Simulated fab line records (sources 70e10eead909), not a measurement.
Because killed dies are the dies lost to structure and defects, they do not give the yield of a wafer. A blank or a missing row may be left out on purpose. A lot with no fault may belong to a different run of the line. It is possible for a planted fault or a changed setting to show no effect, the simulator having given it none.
What tool caused it?    flow nandHarc    24 lots, 72 wafers sampled, at 6 steps of a route of 1302

== WHAT THE GAUGES SHOWED, per wafer ==
Not one reading of a measure or inspect step in the record can be checked against a usual standard deviation.

== TOOL THAT RAN EACH LOT (tool first, then ch and the chambers of the sampled wafers, then the start) ==
lot   NHARC_A_STAIRCASE_ETCH_23      NHARC_A_STAIRCASE_TRIM_193     NHARC_A_STAIRCASE_ETCH_197     NHARC_A_STAIRCASE_TRIM_198     NHARC_A_STAIRCASE_ETCH_221     NHARC_A_STAIRCASE_TRIM_233
L074  rieDiel-07 ch 0,2,3, no start  rieDiel-07 ch 1,3, no start    rieDiel-07 ch 0,2, no start    rieDiel-07 ch 1,2, no start    rieDiel-08 ch 0,2, no start    rieDiel-11 ch 0,3, no start
L075  rieDiel-07 ch 1,3, no start    rieDiel-11 ch 0,1, no start    rieDiel-07 ch 0,1,2, no start  rieDiel-07 ch 0,1,3, no start  rieDiel-07 ch 0,1, no start    rieDiel-07 ch 1,3, no start
L076  rieDiel-08 ch 0,2, no start    rieDiel-07 ch 1,3, no start    rieDiel-08 ch 1,2,3, no start  rieDiel-08 ch 0,1, no start    rieDiel-11 ch 0,1,2, no start  rieDiel-11 ch 0,3, no start
L078  rieDiel-08 ch 2,3, no start    rieDiel-08 ch 1,3, no start    rieDiel-08 ch 0,1, no start    rieDiel-08 ch 2,3, no start    rieDiel-07 ch 1,3, no start    rieDiel-11 ch 1,2,3, no start
L077  rieDiel-07 ch 0,1,3, no start  rieDiel-07 ch 0,2, no start    rieDiel-07 ch 0,1,3, no start  rieDiel-07 ch 1,2, no start    rieDiel-07 ch 0,2,3, no start  rieDiel-07 ch 1,3, no start
L079  rieDiel-08 ch 1,2,3, no start  rieDiel-11 ch 1,2, no start    rieDiel-07 ch 0,1,3, no start  rieDiel-07 ch 0,1,3, no start  rieDiel-07 ch 0,2,3, no start  rieDiel-11 ch 0,1,2, no start
L080  rieDiel-11 ch 0,1,3, no start  rieDiel-08 ch 0,1,3, no start  rieDiel-08 ch 0,1, no start    rieDiel-08 ch 1,2, no start    rieDiel-08 ch 0,2,3, no start  rieDiel-08 ch 0,1,3, no start
L083  rieDiel-07 ch 1,2,3, no start  rieDiel-07 ch 0,2,3, no start  rieDiel-07 ch 1,2, no start    rieDiel-07 ch 0,1,2, no start  rieDiel-07 ch 0,1,3, no start  rieDiel-07 ch 1,3, no start
L082  rieDiel-08 ch 0,1,2, no start  rieDiel-11 ch 0,2,3, no start  rieDiel-07 ch 0,1,3, no start  rieDiel-07 ch 1,2,3, no start  rieDiel-07 ch 0,2,3, no start  rieDiel-08 ch 0,1,2, no start
L081  rieDiel-08 ch 1,3, no start    rieDiel-08 ch 1,2,3, no start  rieDiel-11 ch 0,3, no start    rieDiel-11 ch 1,2,3, no start  rieDiel-07 ch 1,2, no start    rieDiel-07 ch 0,1, no start
L085  rieDiel-11 ch 0,1, no start    rieDiel-08 ch 2,3, no start    rieDiel-08 ch 0,1,3, no start  rieDiel-08 ch 0,1, no start    rieDiel-11 ch 0,1,3, no start  rieDiel-11 ch 0,1, no start
L084  rieDiel-08 ch 0,1, no start    rieDiel-08 ch 0,1,2, no start  rieDiel-11 ch 0,1,2, no start  rieDiel-11 ch 0,3, no start    rieDiel-08 ch 1,2, no start    rieDiel-11 ch 0,1,3, no start
L086  rieDiel-11 ch 1,2, no start    rieDiel-08 ch 0,1,2, no start  rieDiel-08 ch 1,3, no start    rieDiel-08 ch 0,3, no start    rieDiel-07 ch 0,1,2, no start  rieDiel-07 ch 0,2,3, no start
L087  rieDiel-07 ch 0,1,2, no start  rieDiel-07 ch 1,2,3, no start  rieDiel-11 ch 0,1,3, no start  rieDiel-11 ch 0,2,3, no start  rieDiel-08 ch 0,1,2, no start  rieDiel-08 ch 0,2, no start
L090  rieDiel-07 ch 1,2,3, no start  rieDiel-11 ch 0,1,2, no start  rieDiel-07 ch 0,2,3, no start  rieDiel-07 ch 0,1,2, no start  rieDiel-11 ch 0,1,3, no start  rieDiel-11 ch 0,2,3, no start
L088  rieDiel-07 ch 0,1,2, no start  rieDiel-07 ch 0,2, no start    rieDiel-07 ch 0,1, no start    rieDiel-07 ch 2,3, no start    rieDiel-07 ch 0,1, no start    rieDiel-07 ch 0,3, no start
L089  rieDiel-11 ch 1,3, no start    rieDiel-07 ch 1,3, no start    rieDiel-11 ch 0,1,2, no start  rieDiel-11 ch 0,1,3, no start  rieDiel-07 ch 0,1,2, no start  rieDiel-07 ch 2,3, no start
L092  rieDiel-07 ch 0,2,3, no start  rieDiel-07 ch 0,2,3, no start  rieDiel-07 ch 0,1,3, no start  rieDiel-07 ch 0,1,3, no start  rieDiel-07 ch 0,1,2, no start  rieDiel-11 ch 0,1,2, no start
L091  rieDiel-07 ch 0,3, no start    rieDiel-07 ch 0,1,3, no start  rieDiel-07 ch 1,2, no start    rieDiel-07 ch 2,3, no start    rieDiel-07 ch 0,2,3, no start  rieDiel-08 ch 0,3, no start
L093  rieDiel-11 ch 0,1,2, no start  rieDiel-07 ch 0,1,2, no start  rieDiel-11 ch 1,2,3, no start  rieDiel-11 ch 0,1, no start    rieDiel-11 ch 0,1,2, no start  rieDiel-11 ch 0,1, no start
L094  rieDiel-08 ch 0,1,3, no start  rieDiel-11 ch 1,2, no start    rieDiel-07 ch 0,1, no start    rieDiel-07 ch 0,1, no start    rieDiel-08 ch 0,2,3, no start  rieDiel-11 ch 1,2, no start
L095  rieDiel-08 ch 0,1,3, no start  rieDiel-07 ch 0,2,3, no start  rieDiel-08 ch 0,1,3, no start  rieDiel-08 ch 2,3, no start    rieDiel-08 ch 0,2, no start    rieDiel-07 ch 0,2, no start
L096  rieDiel-08 ch 0,1, no start    rieDiel-11 ch 0,2,3, no start  rieDiel-11 ch 0,2,3, no start  rieDiel-11 ch 0,1,2, no start  rieDiel-07 ch 0,1,2, no start  rieDiel-07 ch 1,2, no start
L097  rieDiel-07 ch 0,1,3, no start  rieDiel-08 ch 0,2,3, no start  rieDiel-07 ch 0,1,2, no start  rieDiel-07 ch 0,1,2, no start  rieDiel-08 ch 1,2,3, no start  rieDiel-08 ch 1,2,3, no start
- NHARC_A_STAIRCASE_ETCH_23: etches the open film in C4F8/O2, target depth 100 nm, time 40.5 s.
- NHARC_A_STAIRCASE_TRIM_193: chemistry O2, time 211.2 s.
- NHARC_A_STAIRCASE_ETCH_197: etches the open film in C4F8/O2, target depth 100 nm, time 40.5 s.
- NHARC_A_STAIRCASE_TRIM_198: chemistry O2, time 211.2 s.
- NHARC_A_STAIRCASE_ETCH_221: etches the open film in C4F8/O2, target depth 100 nm, time 40.5 s.
- NHARC_A_STAIRCASE_TRIM_233: chemistry O2, time 211.2 s.

== AS READ BY THE TOOLS THEMSELVES (means over the sampled wafers that have a number; for cases with no such wafer, the mark the record gives instead) ==
NHARC_A_STAIRCASE_ETCH_23.
lot   tool        oesProductAu (a.u.)  rfVppV (V)
L074  rieDiel-07  0.967                896.6
L075  rieDiel-07  0.943                894.3
L076  rieDiel-08  0.923                894.1
L078  rieDiel-08  0.941                893.1
L077  rieDiel-07  0.958                893.9
L079  rieDiel-08  0.929                893.7
L080  rieDiel-11  0.949                894.2
L083  rieDiel-07  0.961                897.1
L082  rieDiel-08  0.925                894.7
L081  rieDiel-08  0.937                893.0
L085  rieDiel-11  0.941                893.8
L084  rieDiel-08  0.927                895.0
L086  rieDiel-11  0.955                893.1
L087  rieDiel-07  0.955                896.1
L090  rieDiel-07  0.953                896.7
L088  rieDiel-07  0.940                895.4
L089  rieDiel-11  0.957                894.7
L092  rieDiel-07  0.927                896.6
L091  rieDiel-07  0.942                894.0
L093  rieDiel-11  0.941                892.5
L094  rieDiel-08  0.943                894.7
L095  rieDiel-08  0.949                893.6
L096  rieDiel-08  0.941                894.3
L097  rieDiel-07  0.951                892.8

NHARC_A_STAIRCASE_TRIM_193.
lot   tool        drypumpMotorCurrentA (A)  oesProductAu (a.u.)  rfVppV (V)  showerheadPlenumPTorr (Torr)  throttleValvePct (%)
L074  rieDiel-07  5.7                       1.000                58.0        3.48                          17.037
L075  rieDiel-11  5.8                       0.999                58.0        3.50                          17.029
L076  rieDiel-07  5.7                       1.002                57.4        3.48                          17.038
L078  rieDiel-08  5.8                       0.990                57.3        3.49                          17.044
L077  rieDiel-07  5.7                       1.013                58.9        3.62                          17.034
L079  rieDiel-11  5.6                       1.002                57.6        3.45                          17.035
L080  rieDiel-08  5.7                       0.994                57.2        3.48                          17.038
L083  rieDiel-07  5.6                       1.004                58.4        3.54                          17.043
L082  rieDiel-11  5.4                       0.998                57.6        3.49                          17.033
L081  rieDiel-08  5.9                       0.983                57.9        3.46                          17.042
L085  rieDiel-08  6.0                       0.987                58.0        3.44                          17.037
L084  rieDiel-08  5.8                       0.990                57.9        3.48                          17.033
L086  rieDiel-08  5.8                       0.988                57.9        3.48                          17.041
L087  rieDiel-07  5.5                       1.004                57.3        3.54                          17.041
L090  rieDiel-11  5.7                       0.994                58.2        3.46                          17.030
L088  rieDiel-07  6.0                       0.999                58.0        3.52                          17.044
L089  rieDiel-07  5.4                       1.010                57.7        3.46                          17.042
L092  rieDiel-07  5.6                       0.995                57.2        3.53                          17.039
L091  rieDiel-07  5.8                       0.995                58.0        3.44                          17.030
L093  rieDiel-07  6.0                       0.991                57.2        3.52                          17.040
L094  rieDiel-11  5.6                       1.003                57.5        3.43                          17.028
L095  rieDiel-07  5.6                       1.008                57.9        3.52                          17.043
L096  rieDiel-11  5.4                       1.001                57.2        3.47                          17.031
L097  rieDiel-08  5.8                       0.990                57.5        3.44                          17.025

NHARC_A_STAIRCASE_ETCH_197.
lot   tool        oesProductAu (a.u.)  rfVppV (V)
L074  rieDiel-07  0.944                900
L075  rieDiel-07  0.975                897
L076  rieDiel-08  0.967                893
L078  rieDiel-08  0.928                896
L077  rieDiel-07  0.945                894
L079  rieDiel-07  0.958                893
L080  rieDiel-08  0.933                895
L083  rieDiel-07  0.940                896
L082  rieDiel-07  0.949                893
L081  rieDiel-11  0.943                895
L085  rieDiel-08  0.933                894
L084  rieDiel-11  0.958                893
L086  rieDiel-08  0.941                892
L087  rieDiel-11  0.919                895
L090  rieDiel-07  0.937                896
L088  rieDiel-07  0.923                893
L089  rieDiel-11  0.921                894
L092  rieDiel-07  0.934                892
L091  rieDiel-07  0.950                899
L093  rieDiel-11  0.963                894
L094  rieDiel-07  0.938                891
L095  rieDiel-08  0.961                894
L096  rieDiel-11  0.943                894
L097  rieDiel-07  0.969                895

NHARC_A_STAIRCASE_TRIM_198.
lot   tool        drypumpMotorCurrentA (A)  oesProductAu (a.u.)  rfVppV (V)  showerheadPlenumPTorr (Torr)  throttleValvePct (%)
L074  rieDiel-07  5.9                       1.001                58.2        3.56                          17.042
L075  rieDiel-07  5.8                       0.999                56.9        3.47                          17.045
L076  rieDiel-08  5.5                       0.981                58.0        3.51                          17.039
L078  rieDiel-08  6.1                       0.978                58.1        3.45                          17.042
L077  rieDiel-07  5.9                       1.002                57.6        3.55                          17.028
L079  rieDiel-07  5.8                       0.999                58.1        3.46                          17.046
L080  rieDiel-08  5.8                       0.993                56.7        3.49                          17.037
L083  rieDiel-07  6.0                       0.991                57.8        3.54                          17.038
L082  rieDiel-07  5.5                       0.999                57.1        3.55                          17.042
L081  rieDiel-11  5.5                       1.002                57.9        3.47                          17.030
L085  rieDiel-08  5.5                       0.981                58.2        3.50                          17.037
L084  rieDiel-11  5.6                       0.992                57.0        3.51                          17.040
L086  rieDiel-08  5.8                       0.993                57.1        3.44                          17.047
L087  rieDiel-11  5.4                       0.996                57.7        3.48                          17.037
L090  rieDiel-07  6.0                       1.000                58.0        3.53                          17.036
L088  rieDiel-07  5.3                       1.010                57.5        3.63                          17.033
L089  rieDiel-11  5.6                       0.995                57.6        3.49                          17.036
L092  rieDiel-07  5.8                       0.995                57.7        3.44                          17.042
L091  rieDiel-07  5.1                       1.003                57.7        3.55                          17.031
L093  rieDiel-11  5.8                       0.998                57.6        3.46                          17.041
L094  rieDiel-07  6.2                       0.994                57.3        3.43                          17.030
L095  rieDiel-08  6.0                       0.995                57.0        3.42                          17.031
L096  rieDiel-11  5.7                       0.998                57.9        3.45                          17.038
L097  rieDiel-07  6.0                       1.001                58.4        3.51                          17.040

NHARC_A_STAIRCASE_ETCH_221.
lot   tool        oesProductAu (a.u.)  rfVppV (V)
L074  rieDiel-08  0.954                895
L075  rieDiel-07  0.950                893
L076  rieDiel-11  0.947                895
L078  rieDiel-07  0.933                894
L077  rieDiel-07  0.937                897
L079  rieDiel-07  0.942                896
L080  rieDiel-08  0.940                893
L083  rieDiel-07  0.943                893
L082  rieDiel-07  0.955                896
L081  rieDiel-07  0.926                897
L085  rieDiel-11  0.921                895
L084  rieDiel-08  0.941                893
L086  rieDiel-07  0.951                895
L087  rieDiel-08  0.918                895
L090  rieDiel-11  0.912                895
L088  rieDiel-07  0.938                892
L089  rieDiel-07  0.927                896
L092  rieDiel-07  0.916                895
L091  rieDiel-07  0.924                895
L093  rieDiel-11  0.921                893
L094  rieDiel-08  0.935                893
L095  rieDiel-08  0.935                893
L096  rieDiel-07  0.921                896
L097  rieDiel-08  0.954                893

NHARC_A_STAIRCASE_TRIM_233.
lot   tool        drypumpMotorCurrentA (A)  oesProductAu (a.u.)  rfVppV (V)  showerheadPlenumPTorr (Torr)  throttleValvePct (%)
L074  rieDiel-11  5.3                       0.999                57.2        3.53                          17.035
L075  rieDiel-07  5.4                       1.002                56.9        3.48                          17.036
L076  rieDiel-11  5.3                       0.995                57.6        3.53                          17.039
L078  rieDiel-11  5.4                       0.998                58.3        3.48                          17.041
L077  rieDiel-07  5.7                       0.989                57.7        3.48                          17.030
L079  rieDiel-11  5.7                       1.004                57.3        3.47                          17.032
L080  rieDiel-08  5.6                       0.988                57.8        3.48                          17.037
L083  rieDiel-07  5.7                       0.996                57.1        3.47                          17.030
L082  rieDiel-08  5.8                       0.982                57.6        3.48                          17.033
L081  rieDiel-07  6.2                       0.992                57.5        3.43                          17.035
L085  rieDiel-11  5.8                       0.992                57.9        3.49                          17.026
L084  rieDiel-11  5.6                       0.993                57.8        3.49                          17.031
L086  rieDiel-07  5.6                       0.998                57.0        3.53                          17.039
L087  rieDiel-08  6.0                       0.993                58.3        3.46                          17.038
L090  rieDiel-11  5.4                       0.990                58.0        3.48                          17.037
L088  rieDiel-07  5.9                       0.984                57.5        3.44                          17.036
L089  rieDiel-07  5.3                       1.003                59.0        3.63                          17.036
L092  rieDiel-11  5.7                       0.985                57.3        3.45                          17.030
L091  rieDiel-08  5.8                       0.991                56.6        3.44                          17.032
L093  rieDiel-11  5.9                       0.994                58.0        3.46                          17.032
L094  rieDiel-11  5.7                       1.002                57.4        3.43                          17.045
L095  rieDiel-07  5.7                       1.007                58.9        3.60                          17.038
L096  rieDiel-07  5.6                       1.004                57.6        3.61                          17.035
L097  rieDiel-08  5.9                       0.997                57.6        3.44                          17.020

== THE ANSWER, worked out from the rows above alone ==
Rule: the usual values come from the lots themselves. Put in order of their means at a reading, lots are off if they are a third of the lots or fewer, leave a main group of 4 or more, and stand apart from it by a gap of 3 or more times the standard deviation of the main group's means; of several such gaps the widest counts. A main group whose means are all the same, to the digits that the tables above print for the reading, isn't used. A lot without any number at a reading at which 4 lots or more have one is off too. The other lots that the step has rows for count as sound. Order of review: gauges by route order, followed by the tools' own readings, for which a lot's mean as printed above is used. The first step at which some lot is off is used, and at that step the reading that is off furthest; a lot without a number counts as furthest.
No lot is off at any reading shown: from this, nothing can be told.

== WHAT HAD BEEN PUT IN BY THE SIMULATOR ==
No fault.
